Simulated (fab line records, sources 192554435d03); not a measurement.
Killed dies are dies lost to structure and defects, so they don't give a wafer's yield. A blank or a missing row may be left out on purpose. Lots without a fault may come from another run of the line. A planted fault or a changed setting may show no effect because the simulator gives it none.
Split-lot experiment | flow n5_finfet | 7 lots, 21 wafers read, on a route of 1938 steps

THE SPLIT
At N5_BEOL_M9_ETCH_66 (etches SOC in N2/H2, target depth 80 nm, overetch 16 nm, time 120 s), the setting time_s was moved away from the recipe's 120 s on 9 of the 21 wafers read, by -13.3% to +17.5%. The other wafers ran this setting at the recipe's value.

The reading is taken at the split's own step.

THE READING
SiARC_of_BEOL_M9_COAT_64.thk_nm (the simulator's own value, which no gauge read), in nm, at N5_BEOL_M9_ETCH_66 (etches SOC in N2/H2, target depth 80 nm, overetch 16 nm, time 120 s). The file gives no usual value for it. The 12 wafers here that ran the recipe average 6.4 nm, standard deviation 0.15 nm.

wafer  | tool, chamber at the split | time_s as run, s | against the recipe | SiARC_of_BEOL_M9_COAT_64.thk_nm, nm | against lot-mates on the recipe
L075.2 | rie_diel-04, 2             | 104              | -13.3%             | 7.4                                 | +0.8
L075.4 | rie_diel-04, 3,0           | 120              | recipe             | 6.6                                 | -
L075.6 | rie_diel-04, 3,0           | 120              | recipe             | 6.6                                 | -
L076.2 | rie_diel-03, 1             | 120              | recipe             | 6.6                                 | -
L076.4 | rie_diel-03, 1             | 120              | recipe             | 6.6                                 | -
L076.6 | rie_diel-03, 0             | 120              | recipe             | 6.2                                 | -
L079.1 | rie_diel-05, 1             | 120              | recipe             | 6.4                                 | -
L079.4 | rie_diel-05, 3,2           | 134.6            | +12.2%             | 5.8                                 | -0.6
L079.6 | rie_diel-05, 3,2           | 134.6            | +12.2%             | 5.8                                 | -0.6
L083.2 | rie_diel-03, 2             | 120              | recipe             | 6.4                                 | -
L083.4 | rie_diel-03, 0             | 141              | +17.5%             | 5.4                                 | -1.0
L083.5 | rie_diel-03, 0             | 141              | +17.5%             | 5.4                                 | -1.0
L087.1 | rie_diel-05, 2             | 129              | +7.5%              | 6                                   | -0.2
L087.5 | rie_diel-05, 1             | 120              | recipe             | 6.2                                 | -
L087.6 | rie_diel-05, 0             | 129              | +7.5%              | 6.2                                 | +0.0
L092.1 | rie_diel-03, 0             | 108.1            | -9.9%              | 6.8                                 | +0.4
L092.6 | rie_diel-03, 0             | 108.1            | -9.9%              | 6.8                                 | +0.4
L092.5 | rie_diel-03, 2             | 120              | recipe             | 6.4                                 | -
L096.2 | rie_diel-03, 2,1           | 120              | recipe             | 6.4                                 | -
L096.3 | rie_diel-03, 2,1           | 120              | recipe             | 6.4                                 | -
L096.4 | rie_diel-03, 0             | 120              | recipe             | 6.2                                 | -
Where a row lists several chambers, the file gives one row for several wafers and doesn't say which wafer went through which chamber.

THE FIT
A straight line over all 21 wafers: SiARC_of_BEOL_M9_COAT_64.thk_nm changes by -0.0546 nm for each +1% of time_s; r = -0.95; the points scatter about the line by 0.15 nm.
The same after taking each lot's own level away (the mean of its wafers on the recipe; 21 wafers): -0.0503 nm for each +1%; r = -0.95; scatter 0.14 nm.
On that fit, the largest move of time_s shifts the reading by 0.88 nm.
The lots' own levels span 6.20 to 6.60 nm, that is 2.6 times the standard deviation above.
So the lot-to-lot level changes the slope little: the two slopes agree.
Check: with one of the wafers moved furthest among these (+17.5%) left out of the fit, the line predicts -0.828 nm for it against its lot-mates. It came out at -1 nm against them.

THE FILE'S OWN FIT
SiARC_of_BEOL_M9_COAT_64.thk_nm changes by -0.0511 nm for each +1% of time_s, r = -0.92.
